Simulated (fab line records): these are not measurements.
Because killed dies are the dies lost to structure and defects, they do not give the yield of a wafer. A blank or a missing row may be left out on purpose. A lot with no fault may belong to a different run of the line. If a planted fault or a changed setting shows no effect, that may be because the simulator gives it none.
Matching of chambers / flow nand-harc / 4 sister chambers for NHARC_P_BONDPAD_CMP_32 on cmp-04
The step polishes SiCN, target thk 200 nm. 4 wafers are shown with their chamber, then 9 later ones without.

## WAFERS PAIRED WITH THEIR CHAMBERS
wafer=L078.6; chamber=1; motor-current-A (A)=11.8
wafer=L082.5; chamber=2; motor-current-A (A)=11.2
wafer=L084.5; chamber=0; motor-current-A (A)=8.5
wafer=L084.6; chamber=3; motor-current-A (A)=12.5

## WAFERS MISSING THEIR CHAMBER
wafer=L095.1; motor-current-A (A)=8.3
wafer=L095.2; motor-current-A (A)=11.6
wafer=L095.4; motor-current-A (A)=12.5
wafer=L096.2; motor-current-A (A)=11.1
wafer=L096.3; motor-current-A (A)=12.9
wafer=L096.6; motor-current-A (A)=8.4
wafer=L097.2; motor-current-A (A)=11.3
wafer=L097.3; motor-current-A (A)=12.4
wafer=L097.4; motor-current-A (A)=11.9

## WHICH CHAMBER EACH ONE RAN IN
wafer=L095.1; from the rows above=0; in truth=0
wafer=L095.2; from the rows above=can't be placed: 1 or 2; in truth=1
wafer=L095.4; from the rows above=3; in truth=3
wafer=L096.2; from the rows above=2; in truth=2
wafer=L096.3; from the rows above=3; in truth=3
wafer=L096.6; from the rows above=0; in truth=0
wafer=L097.2; from the rows above=2; in truth=2
wafer=L097.3; from the rows above=3; in truth=3
wafer=L097.4; from the rows above=1; in truth=1
Correct placement for 8 of the 9. These rows do not allow placing 1 (true chamber among the candidates in 1). Placed wrongly: 0.
How it was worked out, from the rows above alone: a wafer's distance from a chamber is the root of the sum, over the readings, of the square of ((its reading less the chamber's mean) divided by the reading's scatter). If the next closest chamber is less than 2 further off than the closest, the wafer can't be placed; otherwise it belongs to the closest. The mean given for a chamber averages the wafers shown for that chamber. The scatter: root of mean squared gap, hidden wafer to nearest shown wafer, with one shown wafer a chamber.
